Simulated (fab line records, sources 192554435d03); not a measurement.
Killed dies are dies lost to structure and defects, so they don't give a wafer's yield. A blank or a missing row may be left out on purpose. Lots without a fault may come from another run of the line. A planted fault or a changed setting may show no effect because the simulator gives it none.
Split-lot experiment | flow n5_finfet | 7 lots, 39 wafers read, on a route of 1938 steps

THE SPLIT
At N5_MOL_CONTACT_COAG_ETCH_124 (etches SiNx in CH3F/O2, stops on SiOC, target depth 6.5 nm), the setting target_depth_a was moved away from the recipe's 65 angstrom on 18 of the 39 wafers read, by -39.7% to +58.0%. The other wafers ran this setting at the recipe's value.

The reading is taken at the split's own step.

THE READING
SOC_of_MOL_CONTACT_COAG_COAT_62.thk_nm (the simulator's own value, which no gauge read), in nm, at N5_MOL_CONTACT_COAG_ETCH_124 (etches SiNx in CH3F/O2, stops on SiOC, target depth 6.5 nm). The file gives no usual value for it. The 21 wafers here that ran the recipe average 48.3 nm, standard deviation 0.34 nm.

wafer  | tool, chamber at the split | target_depth_a as run, angstrom | against the recipe | SOC_of_MOL_CONTACT_COAG_COAT_62.thk_nm, nm | against lot-mates on the recipe
L076.1 | rie_diel-04, 2,0           | 65                              | recipe             | 48.4                                       | -
L076.6 | rie_diel-04, 2,0           | 65                              | recipe             | 48.4                                       | -
L076.2 | rie_diel-04, 0             | 39.22                           | -39.7%             | 49.4                                       | +1.1
L076.3 | rie_diel-04, 1             | 65                              | recipe             | 48.2                                       | -
L076.4 | rie_diel-04, 3             | 39.22                           | -39.7%             | 49.2                                       | +0.9
L076.5 | rie_diel-04, 3             | 39.22                           | -39.7%             | 49.2                                       | +0.9
L079.1 | rie_diel-05, 0             | 65                              | recipe             | 48.2                                       | -
L079.2 | rie_diel-05, 3             | 65                              | recipe             | 48.4                                       | -
L079.3 | rie_diel-05, 1             | 87.58                           | +34.7%             | 46.6                                       | -1.6
L079.4 | rie_diel-05, 2             | 87.58                           | +34.7%             | 47.6                                       | -0.6
L079.5 | rie_diel-05, 0             | 65                              | recipe             | 48                                         | -
L079.6 | rie_diel-05, 3             | 87.58                           | +34.7%             | 47.4                                       | -0.8
L084.1 | rie_diel-06, 1             | 79.32                           | +22.0%             | 46.8                                       | -1.3
L084.2 | rie_diel-06, 2,0           | 65                              | recipe             | 48.4                                       | -
L084.4 | rie_diel-06, 2,0           | 65                              | recipe             | 48.4                                       | -
L084.3 | rie_diel-06, 3             | 65                              | recipe             | 47.6                                       | -
L084.5 | rie_diel-06, 2             | 79.32                           | +22.0%             | 47.6                                       | -0.5
L084.6 | rie_diel-06, 3             | 79.32                           | +22.0%             | 47                                         | -1.1
L087.2 | rie_diel-05, 0             | 65                              | recipe             | 48.2                                       | -
L087.4 | rie_diel-05, 0,2           | 65                              | recipe             | 48.6                                       | -
L087.5 | rie_diel-05, 0,2           | 65                              | recipe             | 48.6                                       | -
L091.1 | rie_diel-05, 1             | 65                              | recipe             | 47.8                                       | -
L091.5 | rie_diel-05, 1             | 65                              | recipe             | 47.8                                       | -
L091.2 | rie_diel-05, 2,3,2         | 75.14                           | +15.6%             | 48                                         | -0.1
L091.3 | rie_diel-05, 2,3,2         | 75.14                           | +15.6%             | 48                                         | -0.1
L091.6 | rie_diel-05, 2,3,2         | 75.14                           | +15.6%             | 48                                         | -0.1
L091.4 | rie_diel-05, 3             | 65                              | recipe             | 48.6                                       | -
L092.1 | rie_diel-06, 3             | 99.12                           | +52.5%             | 46.2                                       | -2.0
L092.2 | rie_diel-06, 2             | 99.12                           | +52.5%             | 47                                         | -1.2
L092.3 | rie_diel-06, 1,3           | 65                              | recipe             | 48                                         | -
L092.6 | rie_diel-06, 1,3           | 65                              | recipe             | 48                                         | -
L092.4 | rie_diel-06, 1             | 99.12                           | +52.5%             | 46.6                                       | -1.6
L092.5 | rie_diel-06, 2             | 65                              | recipe             | 48.6                                       | -
L097.1 | rie_diel-04, 3             | 102.7                           | +58.0%             | 46.6                                       | -2.2
L097.6 | rie_diel-04, 3             | 102.7                           | +58.0%             | 46.6                                       | -2.2
L097.2 | rie_diel-04, 2,1,2         | 65                              | recipe             | 48.8                                       | -
L097.4 | rie_diel-04, 2,1,2         | 65                              | recipe             | 48.8                                       | -
L097.5 | rie_diel-04, 2,1,2         | 65                              | recipe             | 48.8                                       | -
L097.3 | rie_diel-04, 0             | 102.7                           | +58.0%             | 46.8                                       | -2.0
Where a row lists several chambers, the file gives one row for several wafers and doesn't say which wafer went through which chamber.

THE FIT
A straight line over all 39 wafers: SOC_of_MOL_CONTACT_COAG_COAT_62.thk_nm changes by -0.0295 nm for each +1% of target_depth_a; r = -0.90; the points scatter about the line by 0.36 nm.
The same after taking each lot's own level away (the mean of its wafers on the recipe; 39 wafers): -0.0309 nm for each +1%; r = -0.92; scatter 0.33 nm.
On that fit, the largest move of target_depth_a shifts the reading by 1.8 nm.
The lots' own levels span 48.07 to 48.80 nm, that is 2.1 times the standard deviation above.
So the lot-to-lot level changes the slope little: the two slopes agree.
Check: with one of the wafers moved furthest among these (+58.0%) left out of the fit, the line predicts -1.78 nm for it against its lot-mates. It came out at -2.2 nm against them.

OTHER SPLITS ON THESE WAFERS
These wafers also went through other splits before the reading. Each is held against what the fit with the lots' levels taken away leaves over:
other split on the same wafers       | wafers away from the commonest value | r with SOC_of_MOL_CONTACT_COAG_COAT_62.thk_nm (lot level and that fit taken away)
N5_ZERO_LAYER_ETCH_18 target_depth_a | 18                                   | +0.19
N5_FIN_SAQP_HM_DEP_03 time_s         | 12                                   | +0.14
N5_SD_EPI_P_DESCUM_14 time_s         | 12                                   | -0.15

THE FILE'S OWN FIT
SOC_of_MOL_CONTACT_COAG_COAT_62.thk_nm changes by -0.0314 nm for each +1% of target_depth_a, r = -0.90.
